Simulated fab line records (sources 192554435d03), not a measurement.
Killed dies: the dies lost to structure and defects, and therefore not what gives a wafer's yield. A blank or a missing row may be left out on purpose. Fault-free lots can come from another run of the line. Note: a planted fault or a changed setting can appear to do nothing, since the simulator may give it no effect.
Matching of chambers    flow n5 finfet    N5_BEOL_M10_CURE_71 on uv cure-02 has 3 sister chambers
The step cures SiCOH lowk, time 240 s. 6 wafers are shown with their chamber, then 10 later ones without.

== WAFERS PAIRED WITH THEIR CHAMBERS ==
wafer   chamber  wafer_temp_C_max  lamp power pct (%)
L077.5  0        386.2             52.30
L077.6  0        385.7             52.37
L079.3  1        386.3             52.43
L079.5  1        386.4             52.28
L084.3  2        386.2             52.41
L084.4  2        386.6             52.31

== WAFERS WITHOUT THEIR CHAMBER ==
wafer   wafer_temp_C_max  lamp power pct (%)
L084.6  386.6             52.25
L087.3  385.5             52.32
L087.4  386.6             52.34
L087.5  386.3             52.40
L090.2  386.1             52.25
L090.5  386.0             52.36
L090.6  386.5             52.41
L091.1  386.4             52.30
L091.2  386.0             52.29
L091.6  386.4             52.28

== WHICH CHAMBER EACH ONE RAN IN ==
wafer   from the rows above           in truth
L084.6  can't be placed: 2 or 1 or 0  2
L087.3  can't be placed: 0 or 1 or 2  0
L087.4  can't be placed: 2 or 1 or 0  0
L087.5  can't be placed: 1 or 2 or 0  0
L090.2  can't be placed: 0 or 1 or 2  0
L090.5  can't be placed: 0 or 1 or 2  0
L090.6  can't be placed: 2 or 1 or 0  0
L091.1  can't be placed: 1 or 2 or 0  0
L091.2  can't be placed: 0 or 1 or 2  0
L091.6  can't be placed: 1 or 2 or 0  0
Correctly placed: 0 of 10. Unplaceable from these rows: 10, with the true chamber sitting among the candidates in 10. Number placed wrongly: 0.
How it was worked out, from the rows above alone: a wafer's distance from a chamber is the root of the sum, over the readings, of the square of ((its reading less the chamber's mean) divided by the reading's scatter). The wafer belongs to the nearest chamber; if the next one is less than 2 further off, it can't be placed. For every chamber, the mean is computed from those of its wafers that are shown. The scatter: the root of (the sum of the squares of (reading less its chamber's mean) over the shown wafers, divided by (wafers less chambers)).
